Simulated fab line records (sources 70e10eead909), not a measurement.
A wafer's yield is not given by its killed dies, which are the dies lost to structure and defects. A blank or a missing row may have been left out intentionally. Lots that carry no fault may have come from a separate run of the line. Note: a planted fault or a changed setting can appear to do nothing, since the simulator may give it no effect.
Matching of chambers :: flow nand harc :: NHARC_A_DECK1_JOINT_CMP_13 on cmp-02 has 4 sister chambers
The step polishes, target thk 51.023 nm. 8 wafers are shown with their chamber, then 9 later ones without.

== EACH WAFER AND ITS CHAMBER ==
wafer: L077.5
chamber: 1
motor current A (A): 12.7
time to endpoint s (s): 5.2

wafer: L081.2
chamber: 3
motor current A (A): 12.3
time to endpoint s (s): 8.1

wafer: L083.1
chamber: 0
motor current A (A): 10.9
time to endpoint s (s): 10.7

wafer: L083.2
chamber: 3
motor current A (A): 12.1
time to endpoint s (s): 10.3

wafer: L083.6
chamber: 0
motor current A (A): 11.3
time to endpoint s (s): 10.3

wafer: L084.3
chamber: 2
motor current A (A): 11.3
time to endpoint s (s): 9.2

wafer: L084.4
chamber: 1
motor current A (A): 12.9
time to endpoint s (s): 4.8

wafer: L084.5
chamber: 2
motor current A (A): 11.1
time to endpoint s (s): 10.5

== WAFERS MISSING THEIR CHAMBER ==
wafer: L088.1
motor current A (A): 12.4
time to endpoint s (s): 6.8

wafer: L088.3
motor current A (A): 12.5
time to endpoint s (s): 6.0

wafer: L088.4
motor current A (A): 11.4
time to endpoint s (s): 11.2

wafer: L094.1
motor current A (A): 12.2
time to endpoint s (s): 10.6

wafer: L094.2
motor current A (A): 12.2
time to endpoint s (s): 10.2

wafer: L094.5
motor current A (A): 10.8
time to endpoint s (s): 12.8

wafer: L095.1
motor current A (A): 11.8
time to endpoint s (s): 10.0

wafer: L095.4
motor current A (A): 11.5
time to endpoint s (s): 10.5

wafer: L095.5
motor current A (A): 11.2
time to endpoint s (s): 14.0

== CHAMBER TAKEN BY EACH ==
wafer: L088.1
from the rows above: can't be placed: 3 or 1
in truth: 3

wafer: L088.3
from the rows above: can't be placed: 1 or 3
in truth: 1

wafer: L088.4
from the rows above: can't be placed: 0 or 2
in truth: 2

wafer: L094.1
from the rows above: 3
in truth: 3

wafer: L094.2
from the rows above: 3
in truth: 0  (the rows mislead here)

wafer: L094.5
from the rows above: can't be placed: 0 or 2
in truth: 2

wafer: L095.1
from the rows above: can't be placed: 3 or 2 or 0
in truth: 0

wafer: L095.4
from the rows above: can't be placed: 2 or 0
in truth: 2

wafer: L095.5
from the rows above: can't be placed: 0 or 2
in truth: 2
Correct placement for 1 of the 9. Can't be placed from these rows: 7 (the true chamber is among the candidates in 7). 1 placed wrongly.
How it was worked out, from the rows above alone: a wafer's distance from a chamber is the root of the sum, over the readings, of the square of ((its reading less the chamber's mean) divided by the reading's scatter). The wafer belongs to the nearest chamber; if the next one is less than 2 further off, it can't be placed. For every chamber, the mean is computed from those of its wafers that are shown. How the scatter is found: for the shown wafers, subtract from each reading the mean of its chamber, square and add these, divide the total by (wafers less chambers), then take the root.
